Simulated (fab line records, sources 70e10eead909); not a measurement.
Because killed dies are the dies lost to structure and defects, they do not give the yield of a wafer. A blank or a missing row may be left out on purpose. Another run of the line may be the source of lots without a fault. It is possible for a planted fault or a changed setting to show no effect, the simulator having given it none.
Chamber matching / flow nandHarc / NHARC_A_STAIRCASE_DEP_301 on pecvd-01 has 3 sister chambers
The step deposits SiON, target thk 30 nm. 6 wafers are shown with their chamber, then 9 later ones without.

## WAFERS PAIRED WITH THEIR CHAMBERS
wafer=L080.1; chamber=2; heaterPowerW (W)=560; susceptorTempC (C)=400.04
wafer=L080.5; chamber=1; heaterPowerW (W)=751; susceptorTempC (C)=400.19
wafer=L080.6; chamber=0; heaterPowerW (W)=765; susceptorTempC (C)=399.51
wafer=L082.2; chamber=1; heaterPowerW (W)=704; susceptorTempC (C)=400.31
wafer=L082.4; chamber=0; heaterPowerW (W)=794; susceptorTempC (C)=400.34
wafer=L082.6; chamber=2; heaterPowerW (W)=639; susceptorTempC (C)=399.91

## WAFERS MISSING THEIR CHAMBER
wafer=L088.2; heaterPowerW (W)=576; susceptorTempC (C)=399.56
wafer=L088.4; heaterPowerW (W)=662; susceptorTempC (C)=399.92
wafer=L088.5; heaterPowerW (W)=566; susceptorTempC (C)=399.86
wafer=L092.1; heaterPowerW (W)=725; susceptorTempC (C)=399.71
wafer=L092.4; heaterPowerW (W)=767; susceptorTempC (C)=399.77
wafer=L092.6; heaterPowerW (W)=836; susceptorTempC (C)=400.05
wafer=L093.2; heaterPowerW (W)=767; susceptorTempC (C)=399.99
wafer=L093.3; heaterPowerW (W)=807; susceptorTempC (C)=400.01
wafer=L093.6; heaterPowerW (W)=683; susceptorTempC (C)=400.11

## EACH ONE'S CHAMBER
wafer=L088.2; from the rows above=2; in truth=2
wafer=L088.4; from the rows above=can't be placed: 2 or 1 or 0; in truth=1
wafer=L088.5; from the rows above=2; in truth=2
wafer=L092.1; from the rows above=can't be placed: 0 or 1 or 2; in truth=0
wafer=L092.4; from the rows above=can't be placed: 0 or 1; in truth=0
wafer=L092.6; from the rows above=can't be placed: 0 or 1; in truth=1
wafer=L093.2; from the rows above=can't be placed: 0 or 1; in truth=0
wafer=L093.3; from the rows above=can't be placed: 0 or 1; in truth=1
wafer=L093.6; from the rows above=can't be placed: 1 or 2 or 0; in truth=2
2 of 9 placed correctly. Can't be placed from these rows: 7 (the true chamber is among the candidates in 7). 0 placed wrongly.
How it was worked out, from the rows above alone: a wafer's distance from a chamber is the root of the sum, over the readings, of the square of ((its reading less the chamber's mean) divided by the reading's scatter). If the next closest chamber is less than 2 further off than the closest, the wafer can't be placed; otherwise it belongs to the closest. A chamber's mean is the mean of its shown wafers. The scatter is the square root of a quotient: the sum, over the shown wafers, of each reading's squared deviation from its chamber's mean, divided by wafers minus chambers.
